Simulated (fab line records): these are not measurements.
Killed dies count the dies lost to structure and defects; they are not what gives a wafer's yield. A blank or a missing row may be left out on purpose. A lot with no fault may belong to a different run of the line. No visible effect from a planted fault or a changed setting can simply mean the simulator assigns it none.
The tool behind it: which one?    flow nand-harc    12 lots with 36 wafers sampled at 5 steps, on a route of 1302 steps

WHAT THE GAUGES SHOWED, per wafer
NHARC_A_BLC_CD_MEAS_19. Usual: cd-nm reads 99.9 nm (standard deviation 1.5).
lot   measured      on         cd-nm (nm)         flag
L580  day 22 11:39  cd-sem-03  98.7 97.3 98.5     
L582  day 23 14:17  cd-sem-01  99.9 99.0 98.9     
L583  day 23 20:46  cd-sem-03  99.1 98.2 100.2    
L590  day 27 21:01  cd-sem-01  100.0 100.5 100.5  
L592  day 27 22:48  cd-sem-01  99.7 100.9 99.8    
L594  day 28 06:13  cd-sem-01  99.2 99.5 100.9    
L595  day 30 01:01  cd-sem-03  99.3 99.5 95.5     
L597  day 30 03:01  cd-sem-03  100.1 97.9 100.9   
L598  day 30 19:24  cd-sem-02  98.4 101.9 100.7   
L600  day 31 01:03  cd-sem-03  100.0 101.4 101.9  
L601  day 31 13:30  cd-sem-02  102.3 102.9 100.6  
L602  day 32 08:37  cd-sem-01  97.5 98.8 98.5     

NHARC_END_SORT_01. Usual: killed-at-array 53, standard deviation 18; killed-at-other 0.9, standard deviation 1.3; killed-at-periphery 4, standard deviation 3.1; killed-dies 58, standard deviation 18; killed-open 3.4, standard deviation 2; killed-short 2.5, standard deviation 1.8.
lot   measured      on         killed-at-array  killed-at-other  killed-at-periphery  killed-dies  killed-open  killed-short  flag
L595  day 31 19:02  prober-01  73 58 89         1 1 0            6 5 0                80 64 89     5 7 5        4 0 6         
L598  day 32 17:50  prober-01  71 66 62         0 0 1            12 8 6               83 74 69     4 3 3        3 3 2         

WHICH TOOL RAN EACH LOT (tool, then ch and the chambers of the sampled wafers, then the start)
lot   NHARC_A_BLC_DESCUM_15               NHARC_A_BLC_ETCH_17                 NHARC_A_BLC_ETCH_18
L580  rie-diel-13 ch 0,2, day 22 10:41    rie-diel-13 ch 0,2, day 22 10:52    rie-diel-13 ch 0,2, day 22 11:39 or earlier
L582  rie-diel-06 ch 1,3, day 23 13:20    rie-diel-06 ch 0,2, day 23 13:32    rie-diel-06 ch 0,2,3, day 23 14:17 or earlier
L583  rie-diel-13 ch 0,1,3, day 23 19:49  rie-diel-13 ch 1,2,3, day 23 20:07  rie-diel-13 ch 1,2, day 23 20:46 or earlier
L590  rie-diel-13 ch 0,3, day 27 20:03    rie-diel-13 ch 0,1,3, day 27 20:16  rie-diel-13 ch 0,2,3, day 27 21:01 or earlier
L592  rie-diel-13 ch 0,2, day 27 21:50    rie-diel-13 ch 0,1, day 27 22:01    rie-diel-13 ch 1,3, day 27 22:48 or earlier
L594  rie-diel-06 ch 0,2, day 28 05:14    rie-diel-06 ch 0,2,3, day 28 05:25  rie-diel-06 ch 0,1,3, day 28 06:13 or earlier
L595  rie-diel-13 ch 0,1,3, day 30 00:00  rie-diel-02 ch 0,1, day 30 00:16    rie-diel-02 ch 0,2,3, day 30 01:01 or earlier
L597  rie-diel-06 ch 0,2,3, day 30 02:03  rie-diel-06 ch 1,2, day 30 02:14    rie-diel-06 ch 0,1,3, day 30 03:01 or earlier
L598  rie-diel-13 ch 1,2, day 30 18:26    rie-diel-13 ch 0,1, day 30 18:37    rie-diel-13 ch 1,2, day 30 19:24 or earlier
L600  rie-diel-06 ch 0,2,3, day 31 00:05  rie-diel-06 ch 0,1,3, day 31 00:15  rie-diel-06 ch 0,2,3, day 31 01:03 or earlier
L601  rie-diel-13 ch 0,1,3, day 31 12:32  rie-diel-13 ch 0,1,3, day 31 12:43  rie-diel-13 ch 0,1,3, day 31 13:30 or earlier
L602  rie-diel-13 ch 1,2, day 32 07:37    rie-diel-13 ch 1,2, day 32 07:52    rie-diel-13 ch 0,1,3, day 32 08:37 or earlier
- NHARC_A_BLC_DESCUM_15: chemistry O2, time 3 s.
- NHARC_A_BLC_ETCH_17: etches the open film in N2/H2, target depth 390 nm, time 609.38 s.
- NHARC_A_BLC_ETCH_18: etches the open film in C4F8/O2/Ar, target depth 910 nm.

WHAT THE TOOLS THEMSELVES READ (means of the sampled wafers that have a number; where no wafer has one, the mark that the record gives instead)
NHARC_A_BLC_DESCUM_15. Usual: drypump-motor-current-A 5.5 A, standard deviation 0.47; oes-product-au 1.000 a.u., standard deviation 0.0058; rf-vpp-V 57.7 V, standard deviation 0.84; showerhead-plenum-p-Torr 1.88 Torr, standard deviation 0.033; throttle-valve-pct 11.311 %, standard deviation 0.0086.
lot   tool         drypump-motor-current-A (A)  oes-product-au (a.u.)  rf-vpp-V (V)  showerhead-plenum-p-Torr (Torr)  throttle-valve-pct (%)  flag
L580  rie-diel-13  5.7                          1.003                  57.9          1.93                             11.304                  
L582  rie-diel-06  5.9                          1.000                  57.8          1.86                             11.314                  
L583  rie-diel-13  5.7                          0.996                  56.6          1.86                             11.303                  
L590  rie-diel-13  6.1                          0.998                  57.5          1.86                             11.307                  
L592  rie-diel-13  6.0                          0.988                  58.1          1.89                             11.311                  
L594  rie-diel-06  5.3                          0.995                  57.8          1.89                             11.310                  
L595  rie-diel-13  5.7                          1.002                  56.6          1.85                             11.319                  
L597  rie-diel-06  5.5                          1.001                  57.4          1.88                             11.314                  
L598  rie-diel-13  5.3                          1.002                  58.7          1.92                             11.312                  
L600  rie-diel-06  5.5                          1.009                  57.8          1.88                             11.310                  
L601  rie-diel-13  5.7                          1.001                  57.4          1.85                             11.322                  
L602  rie-diel-13  5.2                          0.995                  57.2          1.88                             11.317                  

NHARC_A_BLC_ETCH_17. Usual: drypump-motor-current-A 5.6 A, standard deviation 0.47; oes-product-au 1.000 a.u., standard deviation 0.0079; rf-vpp-V 429.5 V, standard deviation 1.3; run-length-s 630.5 s, standard deviation 0.44; showerhead-plenum-p-Torr 2.00 Torr, standard deviation 0.04; throttle-valve-pct 14.172 %, standard deviation 0.0096.
lot   tool         drypump-motor-current-A (A)  oes-product-au (a.u.)  rf-vpp-V (V)  run-length-s (s)  showerhead-plenum-p-Torr (Torr)  throttle-valve-pct (%)  flag
L580  rie-diel-13  6.0                          0.995                  430.1         630.8             2.02                             14.169                  
L582  rie-diel-06  5.3                          0.997                  430.3         630.6             2.02                             14.175                  
L583  rie-diel-13  5.4                          1.001                  429.3         630.5             2.02                             14.161                  
L590  rie-diel-13  5.7                          0.990                  428.5         589.3             1.98                             14.167                  OFF
L592  rie-diel-13  5.5                          1.009                  428.4         589.1             1.97                             14.168                  OFF
L594  rie-diel-06  5.5                          0.993                  429.9         630.2             2.00                             14.174                  
L595  rie-diel-02  5.3                          1.000                  430.1         630.1             2.01                             14.171                  
L597  rie-diel-06  5.6                          0.995                  429.7         630.5             1.98                             14.174                  
L598  rie-diel-13  5.5                          1.002                  428.9         630.9             1.97                             14.173                  
L600  rie-diel-06  5.5                          0.998                  429.1         629.9             1.99                             14.179                  
L601  rie-diel-13  5.7                          0.995                  428.8         630.9             1.97                             14.177                  
L602  rie-diel-13  5.3                          0.994                  430.2         630.6             2.05                             14.163                  

NHARC_A_BLC_ETCH_18. Usual: oes-product-au 0.947 a.u., standard deviation 0.021; rf-vpp-V 975.6 V, standard deviation 2.6.
lot   tool         oes-product-au (a.u.)  rf-vpp-V (V)  flag
L580  rie-diel-13  0.930                  976.4         
L582  rie-diel-06  0.962                  975.8         
L583  rie-diel-13  0.984                  975.9         
L590  rie-diel-13  0.921                  976.1         
L592  rie-diel-13  0.920                  973.4         
L594  rie-diel-06  0.928                  975.4         
L595  rie-diel-02  0.927                  972.3         
L597  rie-diel-06  0.961                  974.6         
L598  rie-diel-13  0.974                  978.4         
L600  rie-diel-06  0.924                  976.0         
L601  rie-diel-13  0.927                  974.7         
L602  rie-diel-13  0.952                  973.8         

THE ANSWER, worked out from the rows above alone
Rule: a lot is off if the mean of its wafers that have a number lies more than 3 standard deviations from the usual mean. A lot without any number at a reading at which 4 lots or more have one is off too. The other lots that the step has rows for count as sound. First the gauges in route order, then the tools' own readings, where a lot's mean is used as printed above. The first step at which some lot is off is used, and at that step the reading that is off furthest; a lot without a number counts as furthest.
Off at NHARC_A_BLC_ETCH_17 (run-length-s): L590, L592.
A tool fits if, at that step or a process step before it, it ran every lot that is off, and no sound lot after the first of them. No candidate that was tried fits.

WHAT WAS PUT IN BY THE SIMULATOR
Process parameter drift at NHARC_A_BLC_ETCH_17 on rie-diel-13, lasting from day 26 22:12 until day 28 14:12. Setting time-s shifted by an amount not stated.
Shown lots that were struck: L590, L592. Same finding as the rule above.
